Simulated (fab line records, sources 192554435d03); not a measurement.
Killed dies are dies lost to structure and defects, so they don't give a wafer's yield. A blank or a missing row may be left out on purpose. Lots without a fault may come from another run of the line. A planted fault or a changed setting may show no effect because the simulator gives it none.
A struck lot beside a sound one | flow n5_finfet | 17 steps out of a route of 1938
Sound: wafers L830.1, L830.3, L830.5. Struck: wafer L832.2. (L832.5, L832.6 of the same lot were not struck and are left out.) The cause comes at the end.
At each step with rows: each side's tool, then ch and its chambers, then its first start. Under that, the readings that differ: sound wafers | struck wafers | difference of the means | sigmas: that difference in standard deviations of wafers without a fault.
alike: readings whose means differ by less than 2 such deviations, and words and numbers that are the same on both sides. not compared: withheld readings, readings that some wafer has no value for, bounds like >300 that may hide the same value, and numbers for which the record gives no deviation and whose values overlap.
The two part at a step that has a row with sigmas, a row that says differs or no value, or rows on one side only. Numbers that don't overlap but have no deviation are shown without sigmas and don't part them. A reading that every wafer of one side lacks parts them only if that side has two wafers or more.

first, 8 steps without rows for these wafers: N5_BEOL_M13_COAT_58 (time 60 s, resist thk 89 nm); N5_BEOL_M13_COAT_04 (resist thk 400 nm); N5_BEOL_M13_EBR_06; N5_BEOL_M13_SOFTBAKE_05 (time 60 s); N5_BEOL_M13_EXPOSE_07 (exposes mask V12); N5_BEOL_M13_PEB_08 (peb time 90 s); N5_BEOL_M13_DEVELOP_09 (develop time 45 s); N5_BEOL_M13_HARDBAKE_14 (time 120 s).
N5_BEOL_M13_CD_MEAS_10: target cd 190 nm.
  sound on cd_sem-02 ch 0, day 13 16:13; struck on cd_sem-03 ch 0, day 13 22:08
  alike: cd_nm
N5_BEOL_M13_OVL_MEAS_11:
  sound on overlay-02 ch 0, day 13 16:15; struck on overlay-02 ch 0, day 13 22:10
  alike: V12_OVL
N5_BEOL_M13_INSPECT_12: inspects for defects (macro).
  sound on defect_inspect-02, day 13 16:17; struck on defect_inspect-01, day 13 22:11
  reading          | sound | struck | difference | sigmas
  raw_defect_count | 3 6 3 | 0      | -4         | -3
N5_BEOL_M13_DESCUM_15: chemistry O2, time 7.9 s.
  sound on rie_diel-06 ch 0,3, day 13 16:19; struck on rie_diel-06 ch 3, day 13 22:13
  alike: drypump_motor_current_A, oes_product_au, rf_fwd_power_W, rf_vpp_V, showerhead_plenum_p_Torr, throttle_valve_pct
  not compared: rf_hours_counter_h
N5_BEOL_M13_ETCH_59: etches BARC in N2/H2, target depth 89 nm, overetch 26.7 nm, time 67.9 s.
  sound on rie_diel-06 ch 0,3, day 13 16:21; struck on rie_diel-06 ch 3, day 13 22:16
  reading                                    | sound           | struck | difference | sigmas
  run_length_s (s)                           | 90.6 90.9 90.7  | 77.3   | -13.4      | -27
  model.coat_of_BEOL_M13_COAT_04.thk_nm (nm) | 320 318.6 319.6 | 330.8  | +11.4      |
  alike: drypump_motor_current_A, oes_product_au, rf_vpp_V, showerhead_plenum_p_Torr, throttle_valve_pct
  not compared: bias_w, rf_fwd_power_W, rf_hours_counter_h
N5_BEOL_M13_VIA_ETCH_16: etches SiOC in C4F8/O2/Ar, target depth 921.7 nm.
  sound on rie_diel-06 ch 0,3, day 13 16:24; struck on rie_diel-06 ch 3, day 13 22:19
  reading                                    | sound             | struck | difference | sigmas
  bias_w (W)                                 | 698.0 701.0 696.5 | 703.7  | +5.2       | +2
  rf_fwd_power_W (W)                         | 2974 2987 2984    | 3008   | +26        | +3
  model.coat_of_BEOL_M13_COAT_04.thk_nm (nm) | 74 70 69          | 88.6   | +17.6      |
  alike: drypump_motor_current_A, oes_product_au, rf_vpp_V, showerhead_plenum_p_Torr, throttle_valve_pct
N5_BEOL_M13_STRIP_63: strips in N2/H2.
  sound on plasma_asher-01 ch 0,1, day 13 16:38; struck on plasma_asher-02 ch 0, day 13 22:40
  reading                      | sound          | struck | difference | sigmas
  strip_time_to_endpoint_s (s) | 28.8 27.7 27.4 | 33.0   | +5.0       | +4
  alike: drypump_motor_current_A, heater_power_w, oes_product_au
  not compared: rf_hours_counter_h
N5_BEOL_M13_STRIP_64: strips in N2/H2.
  sound on plasma_asher-01 ch 0,1, day 13 16:41; struck on plasma_asher-02 ch 0, day 13 22:43
  alike: drypump_motor_current_A, heater_power_w, oes_product_au, strip_time_to_endpoint_s
  not compared: rf_hours_counter_h
N5_PASSIVATION_PROBE_49:
  sound on prober-02, day 14 20:43; struck on prober-01, day 15 07:03
  reading                  | sound          | struck | difference | sigmas
  defect_limited_yield (%) | 93.6 91.8 91.4 | 88.1   | -4.2       | -2
  killed_at_M4_up          | 11 23 20       | 3      | -15        | -3
  killed_at_front_end      | 34 28 23       | 59     | +31        | +2
  killed_dies              | 75 97 101      | 141    | +50        | +2
  killed_open              | 44 64 53       | 91     | +37        | +2
  sort_bin_5_function (%)  | 3.8 4.2 4.8    | 7.7    | +3.4       | +3
  sort_n_pass              | 1105 1083 1079 | 1039   | -50        | -2
  sort_yield_pct (%)       | 93.6 91.8 91.4 | 88.1   | -4.2       | -2
  alike: killed_at_M0_to_M3, killed_at_contacts, killed_at_other, killed_short, sort_bin_6_memory, sort_bin_8_speed

WHERE THEY PART
First at N5_BEOL_M13_INSPECT_12; last, within this record, at N5_PASSIVATION_PROBE_49.

WHY: what the simulator had put in
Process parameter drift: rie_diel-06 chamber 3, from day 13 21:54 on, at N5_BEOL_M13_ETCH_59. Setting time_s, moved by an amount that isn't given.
